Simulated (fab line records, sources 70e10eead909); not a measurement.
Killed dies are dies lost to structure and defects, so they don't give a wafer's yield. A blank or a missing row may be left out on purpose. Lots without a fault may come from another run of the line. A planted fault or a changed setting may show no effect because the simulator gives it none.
fab line records | flow nand_harc
record lots=12 wafers=36 last_day=34
route steps=1302 shown P_BONDPAD@385 A_ZERO_WELL@411 A_ONON_D1@428 END@1302
lots that met no fault: from a run of the same line without faults
start_h: hours from the record's first day to the start of the lot's first wafer shown | wait_h: hours since the lot's step before | " the same as in the row above | L1.1+2: a row that stands for several wafers | - no value, or no start given | * or withheld: withheld | < > ~ a bound
route shown NAME@n: a module of which the file shows steps, and the number in the route of the first | usual: mean/standard deviation of fault-free wafers | same: alike in all rows | chamber/n: place in a boat | sites: the reading at each site | _std_site: their standard deviation | _edge_site: outer sites' mean less inner sites' | radius_mm: how far each site lies from the wafer's centre | mask NAME#n: copy n | behind: the tool/chamber that last shaped the wafer | hold: why the lot was held/for how many hours/how that ended | device: the transistor (n, p or np) that didn't switch | end of line: the same wafers' tests at the end of the route | a step without rows: its recipe alone | killed: dies lost to structure and defects at the first sort, not the wafer's yield | map: a wafer's dies, x killed, . not, _ none there
set.NAME: the setting as run; set.NAME@STEP: as run at that earlier step | model.NAME: the simulator's own value behind a step, which no gauge read
steps of the route over a sample of lots; a table a step, a row a wafer
services: from which hour (start_h, from the record's first day; less than 0 if before it) a tool's chamber was out of use, for how many hours, and why
## steps
# step NHARC_P_BONDPAD_INSPECT_23
# usual raw_defect_count=317/96
# columns lot.wafer tool chamber start_h wait_h raw_defect_count
L860.1 defect_inspect-02 - 133.75 0.0 214
L860.3 " - " " 504
L860.6 " - " " 392
L861.1 defect_inspect-01 - 147.72 0.0 353
L861.2 " - " " 202
L861.5 " - " " 191
L862.1 defect_inspect-01 - 153.44 0.0 320
L862.3 " - " " 289
L862.5 " - " " 341
L867.1 defect_inspect-02 - 204.81 0.0 361
L867.2 " - " " 304
L867.5 " - " " 407
L868.2 defect_inspect-01 - 221.75 0.0 249
L868.3 " - " " 384
L868.5 " - " " 329
L869.1 defect_inspect-02 - 230.13 0.0 282
L869.2 " - " " 425
L869.4 " - " " 361
L870.2 defect_inspect-02 - 248.58 0.0 389
L870.5 " - " " 511
L870.6 " - " " 316
L871.3 defect_inspect-01 - 255.88 0.0 173
L871.4 " - " " 351
L871.5 " - " " 216
L878.1 defect_inspect-02 - 316.74 0.0 184
L878.3 " - " " 358
L878.4 " - " " 335
L879.1 defect_inspect-01 - 329.92 0.0 238
L879.2 " - " " 259
L879.6 " - " " 313
L880.2 defect_inspect-02 - 338.85 0.0 338
L880.3 " - " " 414
L880.4 " - " " 411
L883.1 defect_inspect-01 - 369.47 0.1 393
L883.3 " - " " 315
L883.5 " - " " 296
# step NHARC_A_ZERO_WELL_RTA_16
# recipe temp_c=1000 time_s=10
# usual lamp_power_pct=28.2/1.7 wafer_temp_C_max=1003.2/0.82
# columns lot.wafer tool chamber start_h wait_h lamp_power_pct wafer_temp_C_max
L860.1 rtp_anneal-01 0 136.31 - 26.5 1002.7
L860.3 " 0 " " 26.5 1003.2
L860.6 " 0 " " 26.5 1003.3
L861.1 rtp_anneal-02 0 150.32 - 29.8 1003.6
L861.2 " 0 " " 29.9 1003.3
L861.5 " 0 " " 29.9 1004.4
L862.1 rtp_anneal-02 0 156.16 - 29.8 1003.4
L862.3 " 0 " " 29.9 1005.3
L862.5 " 0 " " 29.9 1002.9
L867.1 rtp_anneal-02 0 207.40 - 29.8 1003.9
L867.2 " 0 " " 29.9 1001.9
L867.5 " 0 " " 29.8 1003.5
L868.2 rtp_anneal-01 0 224.21 - 26.4 1002.9
L868.3 " 0 " " 26.4 1001.9
L868.5 " 0 " " 26.4 1001.6
L869.1 rtp_anneal-02 0 232.70 - 29.9 1003.2
L869.2 " 0 " " 29.8 1003.9
L869.4 " 0 " " 29.8 1003.4
L870.2 rtp_anneal-02 0 251.26 - 29.9 1002.7
L870.5 " 0 " " 29.9 1003.1
L870.6 " 0 " " 29.9 1003.6
L871.3 rtp_anneal-02 0 258.38 - 29.9 1002.8
L871.4 " 0 " " 29.9 1002.7
L871.5 " 0 " " 29.9 1003.1
L878.1 rtp_anneal-01 0 319.31 - 26.5 1003.3
L878.3 " 0 " " 26.5 1003.1
L878.4 " 0 " " 26.5 1002.8
L879.1 rtp_anneal-01 0 332.51 - 26.5 1003.5
L879.2 " 0 " " 26.5 1003.4
L879.6 " 0 " " 26.5 1002.8
L880.2 rtp_anneal-02 0 341.45 - 29.9 1004.8
L880.3 " 0 " " 29.9 1005.1
L880.4 " 0 " " 29.9 1003.1
L883.1 rtp_anneal-02 0 372.01 - 29.9 1001.9
L883.3 " 0 " " 29.9 1002.3
L883.5 " 0 " " 29.9 1003.9
# step NHARC_A_ONON_D1_DEP_06
# recipe target_thk_a=10000 n2_flow_sccm=2750 n2o_flow_sccm=2000 nh3_flow_sccm=500 sih4_flow_sccm=210 temp_c=400
# usual n2_flow_sccm=2751/8.6 sih4_flow_sccm=210.0/0.66
# columns lot.wafer tool chamber start_h wait_h n2_flow_sccm sih4_flow_sccm
L860.1 pecvd_onon-04 0 168.07 0.1 2747 209.9
L860.3 " 0 " " 2742 209.5
L860.6 " 0 " " 2744 209.7
L861.1 pecvd_onon-04 0 171.05 0.1 2749 210.0
L861.2 " 0 " " 2742 210.3
L861.5 " 0 " " 2751 210.1
L862.1 pecvd_onon-01 0 178.57 0.1 2766 210.1
L862.3 " 0 " " 2753 209.3
L862.5 " 0 " " 2751 209.2
L867.1 pecvd_onon-03 0 226.15 0.1 2744 209.4
L867.2 " 0 " " 2766 210.8
L867.5 " 0 " " 2748 210.1
L868.2 pecvd_onon-01 0 245.52 0.1 2752 208.7
L868.3 " 0 " " 2750 209.9
L868.5 " 0 " " 2751 209.7
L869.1 pecvd_onon-01 0 255.01 0.1 2756 209.8
L869.2 " 0 " " 2763 211.5
L869.4 " 0 " " 2765 209.7
L870.2 pecvd_onon-04 0 272.14 0.1 2749 209.7
L870.5 " 0 " " 2745 210.1
L870.6 " 0 " " 2748 209.6
L871.3 pecvd_onon-03 0 282.13 0.2 2739 209.9
L871.4 " 0 " " 2748 209.9
L871.5 " 0 " " 2736 210.2
L878.1 pecvd_onon-04 0 341.30 0.1 2751 211.0
L878.3 " 0 " " 2740 211.3
L878.4 " 0 " " 2747 210.6
L879.1 pecvd_onon-04 0 353.84 0.1 2755 209.5
L879.2 " 0 " " 2758 209.7
L879.6 " 0 " " 2740 210.4
L880.2 pecvd_onon-03 0 363.41 0.1 2741 210.2
L880.3 " 0 " " 2759 210.1
L880.4 " 0 " " 2751 210.5
L883.1 pecvd_onon-01 0 392.95 0.1 2759 211.0
L883.3 " 0 " " 2755 210.7
L883.5 " 0 " " 2754 211.2
# step NHARC_A_ONON_D1_THK_MEAS_08
# recipe thk_meas_gauge=ellipsometry
# usual thk_nm=1002/9.6
# columns lot.wafer tool chamber start_h wait_h thk_nm
L860.1 film_metro-02 - 168.58 - 1004
L860.3 " - " " 1004
L860.6 " - " " 1006
L861.1 film_metro-02 - 171.56 - 1019
L861.2 " - " " 1020
L861.5 " - " " 1021
L862.1 film_metro-01 - 179.08 - 969
L862.3 " - " " 970
L862.5 " - " " 969
L867.1 film_metro-01 - 226.65 - 998
L867.2 " - " " 1001
L867.5 " - " " 999
L868.2 film_metro-02 - 245.97 - 1002
L868.3 " - " " 1000
L868.5 " - " " 1000
L869.1 film_metro-02 - 255.52 - 1015
L869.2 " - " " 1015
L869.4 " - " " 1015
L870.2 film_metro-02 - 272.60 - 992
L870.5 " - " " 990
L870.6 " - " " 991
L871.3 film_metro-02 - 282.52 - 1002
L871.4 " - " " 1002
L871.5 " - " " 1003
L878.1 film_metro-01 - 341.81 - 1564
L878.3 " - " " 1564
L878.4 " - " " 1563
L879.1 film_metro-01 - 354.35 - 1548
L879.2 " - " " 1547
L879.6 " - " " 1548
L880.2 film_metro-02 - 363.86 - 999
L880.3 " - " " 1000
L880.4 " - " " 1000
L883.1 film_metro-02 - 393.46 - 992
L883.3 " - " " 992
L883.5 " - " " 992
# step NHARC_A_ONON_D1_DEP_33
# recipe target_thk_a=2000 temp_c=400 pressure_torr=6.5 rf_w=900 teos_flow_sccm=161.4 flow_sccm=2650 target_thk_nm=200 gas=O2 material=SiO2
# usual chamber_pressure_Torr=6.501/0.014 heater_power_w=570/110 showerhead_vpp_V=1833/99 throttle_valve_pct=15.8/0.64
# columns lot.wafer tool chamber start_h wait_h chamber_pressure_Torr heater_power_w showerhead_vpp_V throttle_valve_pct
L860.1 pecvd-01 0 181.87 0.1 6.522 594 1709 16.5
L860.3 " 1 " " 6.497 655 1811 15.5
L860.6 " 2 " " 6.461 498 1822 15.7
L861.2 pecvd-02 2 182.19 0.1 6.499 716 1754 14.8
L861.1 " 0 " " 6.492 431 1992 15.9
L861.5 " 2 " " 6.494 729 1768 14.9
L862.3 pecvd-04 0 190.65 0.1 6.495 669 1941 15.2
L862.1 " 1 " " 6.487 535 1657 16.1
L862.5 " 1 " " 6.466 541 1668 16.1
L867.1 pecvd-01 2 239.23 0.1 6.502 508 1821 15.4
L867.2 " 1 " " 6.505 562 1827 15.6
L867.5 " 2 " " 6.470 389 1843 15.6
L868.3 pecvd-02 1 262.72 0.1 6.493 715 1933 16.7
L868.2 " 2 " " 6.513 582 1755 14.6
L868.5 " 2 " " 6.509 595 1745 14.9
L869.1 pecvd-01 0 271.50 0.1 6.479 596 1693 16.4
L869.2 " 1 " " 6.516 723 1851 15.6
L869.4 " 0 " " 6.478 584 1679 16.7
L870.2 pecvd-04 0 283.93 0.1 6.495 520 1903 14.6
L870.6 " 0 " " 6.491 589 1908 14.5
L870.5 " 2 " " 6.512 411 1854 16.0
L871.3 pecvd-02 1 293.69 0.1 6.529 698 1993 16.6
L871.4 " 1 " " 6.512 710 1989 17.1
L871.5 " 2 " " 6.506 542 1762 14.8
L878.1 pecvd-01 2 353.43 0.1 6.513 543 1829 15.4
L878.3 " 0 " " 6.475 625 1724 16.2
L878.4 " 0 " " 6.501 611 1715 16.2
L879.2 pecvd-04 0 371.13 0.1 6.525 612 1888 14.9
L879.1 " 1 " " 6.494 575 1657 16.0
L879.6 " 1 " " 6.498 577 1659 15.9
L880.3 pecvd-02 0 375.16 0.1 6.475 421 2005 16.5
L880.2 " 1 " " 6.492 720 1913 17.2
L880.4 " 1 " " 6.488 715 1975 16.9
L883.1 pecvd-01 2 404.51 0.1 6.527 443 1842 15.6
L883.3 " 0 " " 6.510 586 1718 16.2
L883.5 " 2 " " 6.519 439 1853 15.6
# step NHARC_END_SORT_01
# recipe temp_c=25
# usual killed_at_array=56/17 killed_at_other=0.9/1.2 killed_at_periphery=3.9/2.5 killed_dies=61/17 killed_open=3.2/1.8 killed_short=2.7/1.7
# same gross_dies=677
# columns lot.wafer tool chamber start_h wait_h killed_at_array killed_at_other killed_at_periphery killed_dies killed_open killed_short
L878.1 prober-02 0 731.40 2.5 669 1 7 677 4 1
L878.3 prober-02 0 733.00 3.1 669 1 7 677 2 0
L878.4 prober-02 0 733.80 3.4 671 2 4 677 2 7
L879.1 prober-01 0 752.19 2.5 675 1 1 677 2 2
L879.2 prober-01 0 752.97 2.8 676 0 1 677 5 1
L879.6 prober-01 0 756.13 3.9 671 2 4 677 5 4
# killed by level:class
L878.1 A_ONON_D1:area_dep=607 A_CHANNEL_HOLE_D1:chamber_film_flake=30 A_SLIT:chamber_film_flake=18 P_BONDPAD:chamber_film_flake=4 A_STAIRCASE:chamber_film_flake=3 A_CONTACT:chamber_film_flake=3 P_GATE:geometric_particle:open=1 A_DECK1_JOINT:geometric_particle:short=1
L878.3 A_ONON_D1:area_dep=588 A_CHANNEL_HOLE_D1:chamber_film_flake=37 A_SLIT:chamber_film_flake=36 A_WL_FILL:chamber_film_flake=4 P_ZERO_WELL:chamber_film_flake=3 P_BONDPAD:chamber_film_flake=3 A_CONTACT:chamber_film_flake=2 P_GATE:geometric_particle:open=1
L878.4 A_ONON_D1:area_dep=596 A_CHANNEL_HOLE_D1:chamber_film_flake=41 A_SLIT:chamber_film_flake=21 A_CONTACT:chamber_film_flake=3 A_ZERO_WELL:chamber_film_flake=2 P_M0:geometric_particle:open=1 P_BONDPAD:geometric_particle:short=1 A_ONON_D1:geometric_particle:short=1
L879.1 A_ONON_D1:area_dep=611 A_CHANNEL_HOLE_D2:chamber_film_flake=32 A_CHANNEL_HOLE_D1:chamber_film_flake=14 A_SLIT:chamber_film_flake=4 A_DECK1_JOINT:chamber_film_flake=3 A_STAIRCASE:chamber_film_flake=3 A_CONTACT:chamber_film_flake=3 A_ONON_D1:geometric_particle:short=1
L879.2 A_ONON_D1:area_dep=624 A_CHANNEL_HOLE_D1:chamber_film_flake=19 A_CHANNEL_HOLE_D2:chamber_film_flake=13 A_DECK1_JOINT:chamber_film_flake=5 A_STAIRCASE:chamber_film_flake=4 A_SLIT:chamber_film_flake=3 A_ONON_D2:geometric_particle:open=2 A_ONON_D1:geometric_particle:short=1
L879.6 A_ONON_D1:area_dep=628 A_CHANNEL_HOLE_D2:chamber_film_flake=13 A_SLIT:chamber_film_flake=8 A_CHANNEL_HOLE_D1:chamber_film_flake=7 A_ZERO_WELL:chamber_film_flake=2 A_CHANNEL_FILL_D1:chamber_film_flake=2 A_STAIRCASE:chamber_film_flake=2 A_WL_FILL:chamber_film_flake=2
## services
# columns tool chamber start_h hours kind
pecvd-02 - 124.25 2.7 repair
pecvd_onon-04 - 130.00 13.0 pm
pecvd-01 - 130.06 13.0 pm
pecvd-01 0 130.06 13.0 vent_cycle
pecvd-01 1 130.06 13.0 vent_cycle
pecvd-01 2 130.06 13.0 vent_cycle
pecvd-01 0 143.06 - clean
pecvd-01 1 143.06 - clean
pecvd-01 2 143.06 - clean
pecvd-04 - 161.94 2.3 repair
pecvd-02 - 227.00 13.0 pm
pecvd_onon-03 - 227.05 13.0 pm
pecvd_onon-01 - 269.21 13.0 pm
pecvd-04 - 269.33 13.0 pm
pecvd-04 - 289.21 0.6 repair
pecvd-01 - 311.06 13.0 pm
pecvd-01 0 311.06 13.0 vent_cycle
pecvd-01 1 311.06 13.0 vent_cycle
pecvd-01 2 311.06 13.0 vent_cycle
pecvd_onon-04 - 311.13 13.0 pm
pecvd_onon-01 - 311.75 9.0 repair
pecvd_onon-03 - 350.11 0.4 repair
rtp_anneal-01 - 372.10 12.0 pm
pecvd-04 0 378.66 3.2 repair
## key
first_sign step=NHARC_A_ONON_D1_THK_MEAS_08 reading=thk_nm direction=up sigmas=57 usual=1002 struck=1556
effect step=NHARC_END_SORT_01 reading=killed_at_array direction=up sigmas=36 usual=56 struck=672
more_kills_born_at NHARC_A_ONON_D1_DEP_06@pecvd_onon-04=3654
met_at NHARC_A_ONON_D1_DEP_06
struck_lots L878,L879
struck_wafers L878.1,L878.3,L878.4,L879.1,L879.2,L879.6
later_rows_left_out L878.1,L878.3,L878.4,L879.1,L879.2,L879.6
tester_left_out L878,L879
not_acting_at NHARC_P_BONDPAD_INSPECT_23,NHARC_A_ZERO_WELL_RTA_16,NHARC_A_ONON_D1_DEP_33
onset_between 272.14 341.30
fault kind=process_parameter_drift tool=pecvd_onon-04 chamber=0 onset_h=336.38 steps=NHARC_A_ONON_D1_DEP_06 channel=target_thk_a offset=* shape=step end_h=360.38 acts_in=* stated=*
# tester_left_out: of these lots the tester's yield and bins aren't shown, on N5 and GAA mostly nor the transistor test; their killed dies are dies lost to structure and defects alone, not to doping, threshold or leakage, so they don't give the yield
# later_rows_left_out: the simulator's readings of these wafers behind a module that went badly wrong aren't trusted and aren't shown, but for the sort
